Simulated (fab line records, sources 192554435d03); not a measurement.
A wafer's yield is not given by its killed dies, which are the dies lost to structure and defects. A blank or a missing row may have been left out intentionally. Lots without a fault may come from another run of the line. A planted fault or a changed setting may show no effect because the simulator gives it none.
Chamber matching    flow n5_finfet    N5_MOL_CONTACT_COAG_DESCUM_45 on rie_diel-06 has 4 sister chambers
The step chemistry O2, time 7 s. 8 wafers are shown with their chamber, then 8 later ones without.

== WAFERS, EACH WITH ITS CHAMBER ==
wafer   chamber  throttle_valve_pct (%)  showerhead_plenum_p_Torr (Torr)
L081.5  2        20.23                   2.10
L081.6  1        20.60                   2.18
L082.1  3        20.60                   2.13
L082.2  1        20.61                   2.18
L084.3  0        20.88                   2.08
L084.4  3        20.60                   2.12
L084.6  2        20.25                   2.09
L085.2  0        20.89                   2.08

== WAFERS WITH NO CHAMBER GIVEN ==
wafer   throttle_valve_pct (%)  showerhead_plenum_p_Torr (Torr)
L085.4  20.26                   2.09
L085.5  20.87                   2.08
L086.2  20.63                   2.12
L086.3  20.61                   2.17
L086.5  20.62                   2.12
L094.1  20.65                   2.17
L094.2  20.29                   2.09
L094.3  20.90                   2.08

== THE CHAMBER EACH PASSED THROUGH ==
wafer   from the rows above  in truth
L085.4  2                    2
L085.5  0                    0
L086.2  3                    3
L086.3  1                    1
L086.5  3                    3
L094.1  1                    1
L094.2  2                    2
L094.3  0                    0
Placed correctly: 8 of 8. From these rows, 0 cannot be placed. 0 placed wrongly.
How it was worked out, from the rows above alone: a wafer's distance from a chamber is the root of the sum, over the readings, of the square of ((its reading less the chamber's mean) divided by the reading's scatter). The wafer belongs to the nearest chamber; if the next one is less than 2 further off, it can't be placed. For every chamber, the mean is computed from those of its wafers that are shown. The scatter is the square root of a quotient: the sum, over the shown wafers, of each reading's squared deviation from its chamber's mean, divided by wafers minus chambers.
